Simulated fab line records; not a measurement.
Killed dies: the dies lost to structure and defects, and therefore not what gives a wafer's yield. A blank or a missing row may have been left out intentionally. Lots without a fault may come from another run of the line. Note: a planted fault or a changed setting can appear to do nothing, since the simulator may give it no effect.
Matching of chambers + flow n5-finfet + rie-diel-02 running N5_HKMG_FIN_ETCH_55: 4 sister chambers
The step etches SOC in N2/H2, target depth 240 nm, time 300 s. 4 wafers are shown with their chamber, then 8 later ones without.

## EACH WAFER AND ITS CHAMBER
| wafer  | chamber | drypump-motor-current-A (A) |
|--------|---------|-----------------------------|
| L086.1 | 3       | 5.4                         |
| L086.2 | 1       | 5.0                         |
| L086.4 | 2       | 5.9                         |
| L091.1 | 0       | 5.7                         |

## WAFERS MISSING THEIR CHAMBER
| wafer  | drypump-motor-current-A (A) |
|--------|-----------------------------|
| L091.3 | 5.9                         |
| L091.4 | 5.3                         |
| L093.1 | 5.6                         |
| L093.2 | 5.9                         |
| L093.3 | 5.0                         |
| L096.1 | 5.0                         |
| L096.2 | 5.9                         |
| L096.4 | 5.7                         |

## WHICH CHAMBER EACH WENT THROUGH
| wafer  | from the rows above     | in truth |
|--------|-------------------------|----------|
| L091.3 | 2                       | 2        |
| L091.4 | 3                       | 3        |
| L093.1 | can't be placed: 0 or 3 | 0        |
| L093.2 | 2                       | 2        |
| L093.3 | 1                       | 1        |
| L096.1 | 1                       | 1        |
| L096.2 | 2                       | 2        |
| L096.4 | 0                       | 0        |
7 of 8 placed correctly. From these rows, 1 cannot be placed; in 1 the true chamber is one of the candidates. Wrongly placed: 0.
How it was worked out, from the rows above alone: a wafer's distance from a chamber is the root of the sum, over the readings, of the square of ((its reading less the chamber's mean) divided by the reading's scatter). If the next closest chamber is less than 2 further off than the closest, the wafer can't be placed; otherwise it belongs to the closest. The mean given for a chamber averages the wafers shown for that chamber. The scatter: with one shown wafer a chamber, the root of the mean of the squares of how far each hidden wafer lies from its nearest shown one.
